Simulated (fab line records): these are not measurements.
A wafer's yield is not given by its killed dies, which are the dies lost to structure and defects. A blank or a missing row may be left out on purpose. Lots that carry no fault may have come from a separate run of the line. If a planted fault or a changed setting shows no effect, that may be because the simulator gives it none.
fab line records	flow n5_finfet	part 1 of 2: steps 1 to 22 of 29
[record] lots = 5	wafers = 15	last_day = 18
route steps=1938 shown SD_EPI_N@286 SD_EPI_P@295
lots that met no fault: taken from a fault-free run of the same line
start_h: start of the lot's first displayed wafer, in hours after the record's first day	wait_h: hours elapsed since this lot's preceding step	" repeats the value in the row above	L1.1+2: one row covering several wafers at once	- no value present, or no start provided	* or withheld: withheld	< > ~ a bound
route shown NAME@n: NAME is a module with steps in the file, n the number in the route of the first one	usual: mean/standard deviation of fault-free wafers	same: alike in all rows	chamber/n: place in a boat	sites: readings site by site	_std_site: their standard deviation	_edge_site: mean of outer sites minus mean of inner sites	radius_mm: for every site, how far away it sits from the centre of the wafer	mask NAME#n: copy n	behind: the tool/chamber that last shaped the wafer	hold: reason for holding the lot/hours on hold/outcome of the hold	device: names the non-switching transistor (n, p or np)	end of line: the same wafers' tests at the end of the route	a step with no rows: only its recipe	killed: not the wafer's yield, but the dies lost to structure and defects at the first sort	map: the dies of a wafer, with x for killed, . for not killed, _ for no die there
set.NAME: the setting as run; set.NAME@STEP: as run at that earlier step	model.NAME: the simulator's own value behind a step, which no gauge read
a table for each step, a row for each wafer; lots at some steps of the route
services: when a tool's chamber went out of use (start_h, in hours from the record's first day, below 0 if earlier), for how many hours, and the reason
[[steps]]
[step N5_SD_EPI_N_PRECLEAN_48]
[recipe] chemistry = NF3:NH3	afs_cycles = 2	temp_c = 30	time_s = 20	sublimation_temp_c = 180	sublimation_time_s = 60	pressure_torr = 3	rf_power_w = 30
lot.wafer	tool	chamber	start_h	wait_h
L076.1+4+6	epi_rpcvd-03	0	62.19	0.0
L081.2+4+5	epi_rpcvd-03	0	92.14	0.1
L087.2+3+6	epi_rpcvd-04	0	132.56	0.1
L095.3+5+6	epi_rpcvd-01	0	177.76	0.2
L097.2+4+6	epi_rpcvd-03	0	194.73	0.1
[step N5_SD_EPI_N_VAPOR_ETCH_50]
[recipe] chemistry = HCl	target = Si	temp_c = 775	time_s = 54	pressure_torr = 20	mode = isotropic
[usual] throttle_valve_pct = 12.0/0.4
lot.wafer	tool	chamber	start_h	wait_h	throttle_valve_pct
L076.1	epi_rpcvd-03	0	62.55	0.3	12.2
L076.4	"	0	"	"	12.2
L076.6	"	0	"	"	12.4
L081.2	epi_rpcvd-03	0	92.47	0.3	12.1
L081.4	"	0	"	"	12.3
L081.5	"	0	"	"	12.2
L087.2	epi_rpcvd-04	0	132.89	0.3	11.4
L087.3	"	0	"	"	11.4
L087.6	"	0	"	"	11.2
L095.3	epi_rpcvd-01	0	178.16	0.3	12.1
L095.5	"	0	"	"	12.2
L095.6	"	0	"	"	12.1
L097.2	epi_rpcvd-03	0	195.32	0.5	12.2
L097.4	"	0	"	"	12.4
L097.6	"	0	"	"	12.2
[step N5_SD_EPI_N_EPI_21]
[recipe] material = Si:P	dopant = P	temp_c = 680	pressure_torr = 255	time_s = 690
lot.wafer	tool	chamber	start_h	wait_h
L076.1+4+6	epi_rpcvd-03	0	62.73	0.1
L081.2+4+5	epi_rpcvd-03	0	92.90	0.4
L087.2+3+6	epi_rpcvd-04	0	133.32	0.4
L095.3+5+6	epi_rpcvd-01	0	179.07	0.9
L097.2+4+6	epi_rpcvd-03	0	196.08	0.7
[step N5_SD_EPI_N_EPI_MEAS_23]
[recipe] mode = xrd
[usual] thk_nm = 58.8/1.2
lot.wafer	tool	chamber	start_h	wait_h	thk_nm
L076.1	film_metro-01	-	64.45	1.4	58.6
L076.4	"	-	"	"	59.1
L076.6	"	-	"	"	58.0
L081.2	film_metro-02	-	94.34	1.2	60.3
L081.4	"	-	"	"	59.1
L081.5	"	-	"	"	59.0
L087.2	film_metro-02	-	134.76	1.2	59.2
L087.3	"	-	"	"	60.6
L087.6	"	-	"	"	59.4
L095.3	film_metro-01	-	180.60	1.2	57.5
L095.5	"	-	"	"	58.7
L095.6	"	-	"	"	59.9
L097.2	film_metro-02	-	198.61	2.0	58.9
L097.4	"	-	"	"	58.9
L097.6	"	-	"	"	58.9
[step N5_SD_EPI_N_PRECLEAN_24]
[recipe] chemistry = O3/DIW	time_s = 60	temp_c = 22	o3_ppm = 10
lot.wafer	tool	chamber	start_h	wait_h
L076.1+4+6	wet_bench-06	2,6,0	64.76	0.3
L081.2+4+5	wet_bench-03	7,1,0	94.37	0.0
L087.2+3+6	wet_bench-03	7,5,3	134.79	0.0
L095.3+5+6	wet_bench-06	4,5,6	180.64	0.0
L097.2+4+6	wet_bench-06	1,6,7	198.64	0.0
[step N5_SD_EPI_N_SRD_25]
[recipe] time_s = 30	temp_c = 23	rinse_liquid = diw	dry = ipa_marangoni
lot.wafer	tool	chamber	start_h	wait_h
L076.1+4+6	wet_bench-06	2,6,0	64.78	0.0
L081.2+4+5	wet_bench-03	7,1,0	94.41	0.0
L087.2+3+6	wet_bench-03	7,5,3	134.81	0.0
L095.3+5+6	wet_bench-06	4,5,6	180.65	0.0
L097.2+4+6	wet_bench-06	1,6,7	198.66	0.0
[step N5_SD_EPI_N_PRECLEAN_49]
[recipe] chemistry = NF3:NH3	afs_cycles = 1	temp_c = 30	time_s = 20	sublimation_temp_c = 180	sublimation_time_s = 60	pressure_torr = 3	rf_power_w = 30
lot.wafer	tool	chamber	start_h	wait_h
L076.1+4+6	remote_plasma-01	1	64.83	0.0
L081.2+4+5	remote_plasma-01	1	94.51	0.1
L087.2+3+6	remote_plasma-02	0	134.89	0.1
L095.3+5+6	remote_plasma-02	0	180.76	0.1
L097.2+4+6	remote_plasma-02	0	198.74	0.1
[step N5_SD_EPI_N_LINER_46]
[recipe] material = SiNx	target_thk_a = 30	temp_c = 400	ald_precursor_family = SiH2I2	ald_co_reactant = N2/H2-plasma	pressure_torr = 2
[usual] heater_power_w = 828/89
lot.wafer	tool	chamber	start_h	wait_h	heater_power_w
L076.1	ald_sin-02	1	65.49	0.6	709
L076.4	"	2	"	"	700
L076.6	"	2	"	"	686
L081.2	ald_sin-03	2	94.68	0.1	910
L081.4	"	1	"	"	971
L081.5	"	3	"	"	814
L087.2	ald_sin-02	3	135.14	0.2	739
L087.3	"	1	"	"	697
L087.6	"	3	"	"	722
L095.3	ald_sin-04	3	182.13	1.3	940
L095.5	"	0	"	"	863
L095.6	"	3	"	"	915
L097.2	ald_sin-03	2	199.27	0.5	869
L097.4	"	0	"	"	831
L097.6	"	3	"	"	849
[step N5_SD_EPI_N_INSPECT_26]
[recipe] inspect_instrument = darkfield	mode = post_epi
[usual] raw_defect_count = 208/40
lot.wafer	tool	chamber	start_h	wait_h	raw_defect_count
L076.1	defect_inspect-01	-	65.73	0.1	199
L076.4	"	-	"	"	220
L076.6	"	-	"	"	182
L081.2	defect_inspect-01	-	94.93	0.1	178
L081.4	"	-	"	"	110
L081.5	"	-	"	"	172
L087.2	defect_inspect-01	-	135.40	0.1	194
L087.3	"	-	"	"	214
L087.6	"	-	"	"	252
L095.3	defect_inspect-02	-	182.38	0.1	230
L095.5	"	-	"	"	201
L095.6	"	-	"	"	168
L097.2	defect_inspect-02	-	199.52	0.1	177
L097.4	"	-	"	"	237
L097.6	"	-	"	"	301
[step N5_SD_EPI_P_COAT_34]
[recipe] resist = SOC	temp_c = 250	time_s = 60	spin_rpm = 1500	resist_thk_nm = 350
[usual] heater_power_total_W = 500.5/1.8	plate_temp_C = 250.03/0.16	resist_line_temp_C = 23.01/0.096
lot.wafer	tool	chamber	start_h	wait_h	heater_power_total_W	plate_temp_C	resist_line_temp_C
L076.1	litho_track-03	0	65.77	0.0	498.9	249.92	23.10
L076.4	"	0	"	"	502.9	249.99	22.90
L076.6	"	0	"	"	499.9	249.83	23.07
L081.2	litho_track-03	0	94.96	0.0	499.6	250.07	23.13
L081.4	"	0	"	"	503.3	249.90	23.10
L081.5	"	0	"	"	498.0	250.28	23.12
L087.2	litho_track-01	0	135.43	0.0	498.7	250.09	22.91
L087.3	"	0	"	"	499.1	250.24	23.01
L087.6	"	0	"	"	499.8	250.07	22.97
L095.3	litho_track-03	0	182.41	0.0	501.1	250.06	22.95
L095.5	"	0	"	"	502.3	249.82	22.86
L095.6	"	0	"	"	498.7	250.03	22.96
L097.2	litho_track-01	0	199.55	0.0	503.3	250.29	22.90
L097.4	"	0	"	"	498.3	250.24	23.03
L097.6	"	0	"	"	499.5	250.16	23.03
[step N5_SD_EPI_P_COAT_35]
[recipe] resist = SiARC	temp_c = 220	time_s = 60	spin_rpm = 1500	resist_thk_nm = 35
[usual] heater_power_total_W = 427.6/2.1	plate_temp_C = 220.05/0.16	resist_line_temp_C = 23.00/0.1
lot.wafer	tool	chamber	start_h	wait_h	heater_power_total_W	plate_temp_C	resist_line_temp_C
L076.1	litho_track-03	0	-	-	428.2	219.79	22.99
L076.4	"	0	"	"	426.9	219.88	23.02
L076.6	"	0	"	"	424.5	219.99	23.01
L081.2	litho_track-03	0	-	-	430.9	220.07	22.95
L081.4	"	0	"	"	426.7	220.09	23.07
L081.5	"	0	"	"	428.8	220.07	22.98
L087.2	litho_track-01	0	-	-	426.7	220.01	22.95
L087.3	"	0	"	"	424.6	219.92	23.02
L087.6	"	0	"	"	427.5	220.12	23.03
L095.3	litho_track-03	0	-	-	425.7	219.95	23.12
L095.5	"	0	"	"	427.5	219.98	23.19
L095.6	"	0	"	"	429.7	220.32	23.13
L097.2	litho_track-01	0	-	-	428.0	220.15	23.13
L097.4	"	0	"	"	429.6	220.22	23.18
L097.6	"	0	"	"	429.9	220.03	23.05
[step N5_SD_EPI_P_COAT_03]
[recipe] resist = CAR-ArF-block	spin_rpm = 1500	resist_thk_nm = 150
[usual] resist_line_temp_C = 22.99/0.11
lot.wafer	tool	chamber	start_h	wait_h	resist_line_temp_C
L076.1	litho_track-03	0	-	-	23.06
L076.4	"	0	"	"	23.03
L076.6	"	0	"	"	23.02
L081.2	litho_track-03	0	-	-	22.77
L081.4	"	0	"	"	22.96
L081.5	"	0	"	"	22.77
L087.2	litho_track-01	0	-	-	23.05
L087.3	"	0	"	"	23.12
L087.6	"	0	"	"	23.05
L095.3	litho_track-03	0	-	-	22.99
L095.5	"	0	"	"	22.91
L095.6	"	0	"	"	22.87
L097.2	litho_track-01	0	-	-	22.85
L097.4	"	0	"	"	22.94
L097.6	"	0	"	"	23.03
[step N5_SD_EPI_P_EBR_05]
[recipe] solvent = PGMEA	ebr_width_mm = 1.5
[usual] resist_line_temp_C = 23.01/0.097
lot.wafer	tool	chamber	start_h	wait_h	resist_line_temp_C
L076.1	litho_track-03	0	-	-	22.99
L076.4	"	0	"	"	23.03
L076.6	"	0	"	"	23.06
L081.2	litho_track-03	0	-	-	23.13
L081.4	"	0	"	"	23.03
L081.5	"	0	"	"	22.93
L087.2	litho_track-01	0	-	-	22.97
L087.3	"	0	"	"	23.05
L087.6	"	0	"	"	23.12
L095.3	litho_track-03	0	-	-	22.90
L095.5	"	0	"	"	22.98
L095.6	"	0	"	"	22.88
L097.2	litho_track-01	0	-	-	23.15
L097.4	"	0	"	"	23.04
L097.6	"	0	"	"	23.13
[step N5_SD_EPI_P_SOFTBAKE_04]
[recipe] temp_c = 110	time_s = 60	resist = CAR-ArF-block
[usual] heater_power_total_W = 175.0/1.6	plate_temp_C = 110.03/0.14	resist_line_temp_C = 23.04/0.11
lot.wafer	tool	chamber	start_h	wait_h	heater_power_total_W	plate_temp_C	resist_line_temp_C
L076.1	litho_track-03	0	-	-	173.0	109.93	23.02
L076.4	"	0	"	"	175.3	110.18	23.20
L076.6	"	0	"	"	173.9	110.13	23.02
L081.2	litho_track-03	0	-	-	174.6	110.05	23.14
L081.4	"	0	"	"	177.4	109.97	23.04
L081.5	"	0	"	"	177.6	109.98	23.20
L087.2	litho_track-01	0	-	-	173.0	109.95	23.00
L087.3	"	0	"	"	176.3	110.09	23.10
L087.6	"	0	"	"	175.1	110.23	23.21
L095.3	litho_track-03	0	-	-	174.7	110.00	22.85
L095.5	"	0	"	"	173.0	110.01	22.86
L095.6	"	0	"	"	173.0	110.25	23.00
L097.2	litho_track-01	0	-	-	173.5	110.07	23.14
L097.4	"	0	"	"	175.7	110.36	23.17
L097.6	"	0	"	"	173.1	110.07	23.24
[step N5_SD_EPI_P_EXPOSE_06]
[recipe] mask_id = SD_P_BLK	na = 1.35	source_shape = conventional	sigma_outer = 0.8	polarization = unpolarized	target_cd_nm = 240	dose_mj = 39.5
lot.wafer	tool	chamber	start_h	wait_h	mask
L076.1+4+6	arfi_scanner-02	0	65.88	-	SD_P_BLK#0
L081.2+4+5	arfi_scanner-01	0	95.21	-	SD_P_BLK#0
L087.2+3+6	arfi_scanner-02	0	135.55	-	SD_P_BLK#0
L095.3+5+6	arfi_scanner-01	0	182.54	-	SD_P_BLK#0
L097.2+4+6	arfi_scanner-02	0	199.80	-	SD_P_BLK#0
[step N5_SD_EPI_P_PEB_07]
[recipe] peb_temp_c = 110	peb_time_s = 60	resist = CAR-ArF-block
[usual] heater_power_total_W = 175.4/1.7	plate_temp_C = 109.99/0.13	resist_line_temp_C = 23.00/0.1
lot.wafer	tool	chamber	start_h	wait_h	heater_power_total_W	plate_temp_C	resist_line_temp_C
L076.1	litho_track-01	0	65.94	0.1	175.8	109.88	22.77
L076.4	"	0	"	"	177.0	110.03	22.86
L076.6	"	0	"	"	174.2	110.14	22.84
L081.2	litho_track-03	0	95.26	0.0	173.6	109.95	23.15
L081.4	"	0	"	"	174.5	110.07	23.00
L081.5	"	0	"	"	177.3	110.00	22.98
L087.2	litho_track-05	0	135.60	0.0	177.4	109.97	22.87
L087.3	"	0	"	"	176.4	110.12	22.91
L087.6	"	0	"	"	175.1	110.05	22.92
L095.3	litho_track-01	0	182.59	0.0	174.1	109.84	22.96
L095.5	"	0	"	"	173.4	110.03	23.06
L095.6	"	0	"	"	173.2	109.84	23.03
L097.2	litho_track-03	0	199.85	0.0	173.8	109.92	22.84
L097.4	"	0	"	"	174.6	109.99	22.96
L097.6	"	0	"	"	177.0	110.08	23.10
[step N5_SD_EPI_P_DEVELOP_08]
[recipe] develop_time_s = 30	developer = TMAH	resist = CAR-ArF-block	dev_temp_c = 23	rinse_liquid = diw	dry = air_spin
[usual] developer_temp_C = 23.00/0.096	resist_line_temp_C = 22.99/0.12
lot.wafer	tool	chamber	start_h	wait_h	developer_temp_C	resist_line_temp_C
L076.1	litho_track-01	0	-	-	23.18	22.98
L076.4	"	0	"	"	22.97	22.91
L076.6	"	0	"	"	23.08	22.99
L081.2	litho_track-03	0	-	-	22.97	23.00
L081.4	"	0	"	"	23.10	23.04
L081.5	"	0	"	"	23.23	23.03
L087.2	litho_track-05	0	-	-	23.01	22.98
L087.3	"	0	"	"	23.17	22.97
L087.6	"	0	"	"	23.17	22.93
L095.3	litho_track-01	0	-	-	23.04	22.88
L095.5	"	0	"	"	23.01	22.90
L095.6	"	0	"	"	23.08	22.82
L097.2	litho_track-03	0	-	-	22.90	23.10
L097.4	"	0	"	"	22.88	22.96
L097.6	"	0	"	"	23.08	23.03
[step N5_SD_EPI_P_CD_MEAS_09]
[recipe] target_cd_nm = 240	landing_energy_ev = 500	detector = se_inlens
[usual] cd_nm = 240.0/0.99
lot.wafer	tool	chamber	start_h	wait_h	cd_nm
L076.1	cd_sem-01	0	66.01	-	238.3
L076.4	"	0	"	"	240.1
L076.6	"	0	"	"	239.2
L081.2	cd_sem-01	0	95.33	-	240.2
L081.4	"	0	"	"	241.3
L081.5	"	0	"	"	240.3
L087.2	cd_sem-02	0	135.67	-	239.9
L087.3	"	0	"	"	239.7
L087.6	"	0	"	"	239.6
L095.3	cd_sem-02	0	182.66	-	239.8
L095.5	"	0	"	"	239.1
L095.6	"	0	"	"	239.5
L097.2	cd_sem-01	0	199.92	-	241.4
L097.4	"	0	"	"	240.4
L097.6	"	0	"	"	240.3
[step N5_SD_EPI_P_OVL_MEAS_10]
[recipe] points_per_wafer = 44
[usual] SD_P_BLK_OVL = -0.3/0.77
lot.wafer	tool	chamber	start_h	wait_h	SD_P_BLK_OVL[nm]
L076.1	overlay-01	0	66.04	0.0	-0.6
L076.4	"	0	"	"	0.3
L076.6	"	0	"	"	1.1
L081.2	overlay-01	0	95.36	0.0	0.4
L081.4	"	0	"	"	0.1
L081.5	"	0	"	"	0.2
L087.2	overlay-02	0	135.70	0.0	-1.0
L087.3	"	0	"	"	-0.3
L087.6	"	0	"	"	0.0
L095.3	overlay-02	0	182.69	0.0	-0.1
L095.5	"	0	"	"	-0.3
L095.6	"	0	"	"	0.0
L097.2	overlay-02	0	199.95	0.0	-0.4
L097.4	"	0	"	"	0.0
L097.6	"	0	"	"	1.7
[step N5_SD_EPI_P_INSPECT_11]
[recipe] mode = adi	inspect_instrument = macro
[usual] raw_defect_count = 2.0/1.3
lot.wafer	tool	chamber	start_h	wait_h	raw_defect_count
L076.1	defect_inspect-02	-	66.07	0.0	4
L076.4	"	-	"	"	2
L076.6	"	-	"	"	3
L081.2	defect_inspect-01	-	95.38	0.0	1
L081.4	"	-	"	"	3
L081.5	"	-	"	"	1
L087.2	defect_inspect-01	-	135.72	0.0	2
L087.3	"	-	"	"	1
L087.6	"	-	"	"	2
L095.3	defect_inspect-01	-	182.71	0.0	2
L095.5	"	-	"	"	2
L095.6	"	-	"	"	0
L097.2	defect_inspect-02	-	199.97	0.0	2
L097.4	"	-	"	"	3
L097.6	"	-	"	"	3
[step N5_SD_EPI_P_DESCUM_14]
[recipe] chemistry = O2	time_s = 7.9	source_power_w = 50	bias_power_w = 20	pressure_mtorr = 20	rf_frequency_hz = 2.712e+07	temp_c = 40	resist = CAR-ArF-block	o2_flow_sccm = 225
[usual] bias_power_w = 19.99/0.059	drypump_motor_current_A = 5.6/0.41	o2_flow_sccm = 225.1/0.63	oes_product_au = 0.77/0.072	rf_vpp_V = 243.6/1.5	showerhead_plenum_p_Torr = 2.12/0.088	throttle_valve_pct = 20.48/0.21
lot.wafer	tool	chamber	start_h	wait_h	bias_power_w	drypump_motor_current_A	o2_flow_sccm	oes_product_au	rf_hours_counter_h	rf_vpp_V	showerhead_plenum_p_Torr	throttle_valve_pct
L076.1	rie_diel-04	3	66.15	0.1	19.98	6.0	225.6	0.73	191	245.6	2.16	20.37
L076.4	"	0	"	"	19.97	5.3	225.2	0.79	132	243.6	2.20	20.54
L076.6	"	0	"	"	20.02	5.3	224.6	0.80	-	244.2	2.20	20.50
L081.2	rie_diel-04	3	95.41	0.0	19.92	6.0	225.2	0.71	199	245.1	2.15	20.38
L081.4	"	2	"	"	20.00	5.9	224.0	0.91	28	244.3	2.15	20.34
L081.5	"	2	"	"	20.00	5.9	224.0	0.90	-	244.4	2.15	20.34
L087.2	rie_diel-06	1	135.76	0.0	19.94	5.5	225.5	0.80	110	242.0	1.92	20.09
L087.3	"	3	"	"	19.93	6.1	225.1	0.72	213	241.8	2.09	20.69
L087.6	"	0	"	"	20.09	5.6	226.3	0.75	-	244.8	2.17	20.62
L095.3	rie_diel-06	2	182.74	0.0	20.14	4.8	224.8	0.92	14	245.3	2.22	20.19
L095.5	"	0	"	"	19.92	5.6	223.9	0.73	-	244.6	2.16	20.64
L095.6	"	3	"	"	20.01	6.2	226.0	0.71	-	243.2	2.08	20.73
L097.2	rie_diel-06	3	200.29	0.3	19.96	6.2	225.1	0.71	237	243.4	2.08	20.72
L097.4	"	1	"	"	19.99	5.5	225.1	0.78	133	239.6	1.91	20.14
L097.6	"	3	"	"	20.01	6.1	225.8	0.71	-	243.5	2.08	20.71
[step N5_SD_EPI_P_ETCH_36]
[recipe] chemistry = CF4	target = SiARC	target_depth_a = 455	mask_material = CAR-ArF-block	time_s = 75.8	ion_energy_ev = 80	pressure_mtorr = 40	source_w = 545	bias_w = 36	Ar_flow_sccm = 100	cf4_flow_sccm = 100	ends = cleared
[usual] drypump_motor_current_A = 5.6/0.41	etch_rf_on_time_s = 75.4/1.5	oes_product_au = 0.66/0.061	rf_vpp_V = 184.3/1.3	showerhead_plenum_p_Torr = 2.17/0.081	throttle_valve_pct = 15.67/0.18
lot.wafer	tool	chamber	start_h	wait_h	drypump_motor_current_A	etch_rf_on_time_s	oes_product_au	rf_hours_counter_h	rf_vpp_V	showerhead_plenum_p_Torr	throttle_valve_pct
L076.1	rie_diel-04	3	66.19	0.0	6.0	76.1	0.61	191	183.6	2.22	15.68
L076.4	"	0	"	"	5.3	75.9	0.67	132	184.3	2.23	15.60
L076.6	"	0	"	"	5.3	75.9	0.67	-	183.4	2.23	15.60
L081.2	rie_diel-04	3	95.45	0.0	6.0	75.2	0.61	199	185.8	2.22	15.72
L081.4	"	2	"	"	5.8	76.8	0.75	28	185.5	2.18	15.39
L081.5	"	2	"	"	5.9	76.6	0.76	-	185.0	2.18	15.40
L087.2	rie_diel-06	1	135.79	0.0	5.6	74.0	0.68	110	182.5	1.99	15.45
L087.3	"	3	"	"	6.1	73.1	0.63	213	183.1	2.11	15.70
L087.6	"	0	"	"	5.6	76.1	0.63	-	185.5	2.21	15.78
L095.3	rie_diel-06	2	182.78	0.0	4.8	73.5	0.80	14	185.5	2.28	15.43
L095.5	"	0	"	"	5.6	77.3	0.62	-	185.0	2.20	15.81
L095.6	"	3	"	"	6.2	73.0	0.63	-	182.6	2.11	15.75
L097.2	rie_diel-06	3	200.32	0.0	6.1	73.0	0.62	237	184.0	2.10	15.76
L097.4	"	1	"	"	5.5	75.3	0.66	133	180.7	1.99	15.50
L097.6	"	3	"	"	6.2	72.3	0.62	-	182.3	2.10	15.77
